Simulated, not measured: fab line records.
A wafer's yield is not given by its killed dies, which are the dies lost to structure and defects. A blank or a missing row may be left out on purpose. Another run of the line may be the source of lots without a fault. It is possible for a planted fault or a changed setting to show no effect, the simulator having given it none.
Matching of chambers    flow n5_finfet    rie_diel-04 running N5_MOL_CONTACT_COAG_ETCH_15: 4 sister chambers
The step etches SiNx in CH3F/O2, stops on Si:P, target depth 7 nm. 17 wafers are shown with their chamber, then 8 later ones without.

## WAFERS PAIRED WITH THEIR CHAMBERS
wafer   chamber  drypump_motor_current_A (A)  throttle_valve_pct (%)  showerhead_plenum_p_Torr (Torr)
L124.2  3        5.3                          16.47                   1.93
L124.3  2        6.1                          15.91                   1.94
L124.6  0        6.8                          16.70                   1.91
L127.3  1        6.0                          16.65                   1.98
L127.5  0        6.8                          16.72                   1.91
L127.6  3        5.3                          16.52                   1.93
L128.1  3        5.3                          16.51                   1.93
L128.2  1        6.0                          16.64                   1.98
L128.5  1        6.1                          16.65                   1.98
L129.2  0        6.8                          16.72                   1.91
L129.3  2        6.2                          15.95                   1.94
L129.6  1        6.0                          16.64                   1.98
L132.3  3        5.3                          16.52                   1.93
L132.6  1        6.0                          16.67                   1.98
L134.1  1        6.1                          16.66                   1.97
L134.6  2        6.2                          15.94                   1.94
L145.2  3        5.3                          16.58                   1.92

SIGNATURES (means of the wafers above)
reading                   chamber 0  chamber 1  chamber 2  chamber 3  scatter within a chamber
drypump_motor_current_A   6.800      6.033      6.167      5.300      0.0392
throttle_valve_pct        16.7133    16.6517    15.9333    16.5200    0.0248
showerhead_plenum_p_Torr  1.9100     1.9783     1.9400     1.9280     0.00354
Rule: a wafer lies at a distance from a chamber equal to the root of the sum of squares, over the readings, of (its reading less the chamber's mean, divided by the reading's scatter). The wafer belongs to the nearest chamber; if the next one is less than 2 further off, it can't be placed. How the scatter is found: for the shown wafers, subtract from each reading the mean of its chamber, square and add these, divide the total by (wafers less chambers), then take the root.

## WAFERS MISSING THEIR CHAMBER
wafer   drypump_motor_current_A (A)  throttle_valve_pct (%)  showerhead_plenum_p_Torr (Torr)
L145.3  6.8                          16.77                   1.90
L145.6  5.3                          16.57                   1.92
L146.1  6.0                          16.73                   1.97
L146.3  5.3                          16.58                   1.92
L146.4  6.8                          16.77                   1.90
L147.3  5.3                          16.59                   1.92
L147.5  6.1                          15.98                   1.93
L147.6  5.3                          16.59                   1.92

## CHAMBER TAKEN BY EACH
wafer   from the rows above  in truth
L145.3  0                    0
L145.6  3                    3
L146.1  1                    1
L146.3  3                    3
L146.4  0                    0
L147.3  3                    3
L147.5  2                    2
L147.6  3                    3
Placed correctly: 8 of 8. Can't be placed from these rows: 0. Placed wrongly: 0.
